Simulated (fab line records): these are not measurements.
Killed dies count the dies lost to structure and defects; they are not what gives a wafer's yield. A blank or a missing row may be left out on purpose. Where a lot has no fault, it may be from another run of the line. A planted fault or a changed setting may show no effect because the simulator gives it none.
Problem report, 8D (eight disciplines) form, completed by code -- flow n5_finfet -- the parts of the form that need people (team, actions taken, sign-off) are left out

1. THE PROBLEM
COMB_M10 at N5_BEOL_M15_RC_MEAS_101 reads a mean of 7.97e-11 S/m on 4 wafers of 2 lots; wafers without a fault read 1.47e-11 S/m with a standard deviation of 3e-12. That is +22 standard deviations from the usual mean.
First observed at day 14 02:52: wafer L400.4, on prober-01. At this step, 20 wafers from 7 lots have a number in the record. The rule behind "out" and "out of limits": a value lying over 4 standard deviations away from the usual mean. Any other wafer with a number is counted as sound.

2. WHAT THIS IS AND IS NOT
question,is,is not
which readings at this step,"COMB_M10, COMB_M10_max_site","COMB_M11, COMB_M11_max_site, COMB_M13, COMB_M14, COMB_M15, COMB_M15_max_site, COMB_M5, COMB_M6, COMB_M7, COMB_M9, SERP_M10, SERP_M11, SERP_M12, SERP_M13, SERP_M14, SERP_M14_max_site, SERP_M5, SERP_M6, SERP_M6_max_site, SERP_M7, SERP_M8"
which lots,"L400, L405","L392, L394, L410, L411, L413"
which wafers of those lots,"L400.4, L400.5, L405.4, L405.5",L405.1
read on which gauges,prober-01,prober-02
when,from day 14 02:52,"up to then (6 sound wafers); but 10 sound wafers of L405, L410, L411, L413 came after"
where on the wafer (9 sites),all sites,-

3. THE SUSPECTS, EACH WITH WHAT RULES IT OUT
Counting: a tool at a process step up to the reading stays a suspect if it ran every lot that is out. Sound lots after the first of them don't rule it out here, since some wafers of a struck lot are sound.
- the gauge at N5_BEOL_M15_RC_MEAS_101: kept. All the wafers that are out were read on prober-01, and no step on other tools shows them out.
- ald_metal-02 at N5_BEOL_M10_ALD_74 (deposits TaN, target thk 2 nm, pulse time 2 s, purge time 3 s): kept. It processed each lot that is out (first: L400, day 12 16:05); up to then, its last sound lot is L394 (day 10 12:52).
Remaining after the count are ald_metal-02 at N5_BEOL_M10_ALD_74 and prober-01 at N5_BEOL_M15_RC_MEAS_101.

4. THE CAUSE (what the simulator had put in)
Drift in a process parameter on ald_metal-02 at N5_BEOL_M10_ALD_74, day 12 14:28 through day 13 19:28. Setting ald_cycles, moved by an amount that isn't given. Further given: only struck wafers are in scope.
Counting left 2 suspects, and this tool is among them.

5. THE EFFECT CHAIN, in route order
One row per reading whose mean, taken over the struck wafers that have a number, lies over 3 standard deviations from the usual. Readings are gone through only where the record gives a usual standard deviation; hours: the median, over the lots, of the time from a lot's start at the first step in this table giving one to that lot's start at this step; sigmas: the change measured in usual standard deviations.
hours,step,reading,usual,on struck wafers,change,sigmas
0,N5_BEOL_M15_RC_MEAS_101,COMB_M10,1.47e-11 S/m,7.97e-11,+6.50e-11,+22
0,N5_BEOL_M15_RC_MEAS_101,COMB_M10_max_site,2.1e-11 S/m,1.1e-10,+8.8e-11,+19

6. HOW IT WOULD HAVE BEEN CAUGHT EARLIER
Counted from the fault's start at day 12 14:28, it took 36 hours until the first out-of-limits reading at a measuring or inspecting step in this record, taken at day 14 02:52.
An alarm limit of 4 standard deviations would not have fired on the tool readings at N5_BEOL_M10_ALD_74 for which the record gives a usual standard deviation, since none of them was out on any struck wafer.
By day 14 02:52 the whole set of lots that are out, 2 in number, had already begun N5_BEOL_M10_ALD_74 on ald_metal-02. None of them would have been spared by holding the tool at that moment.
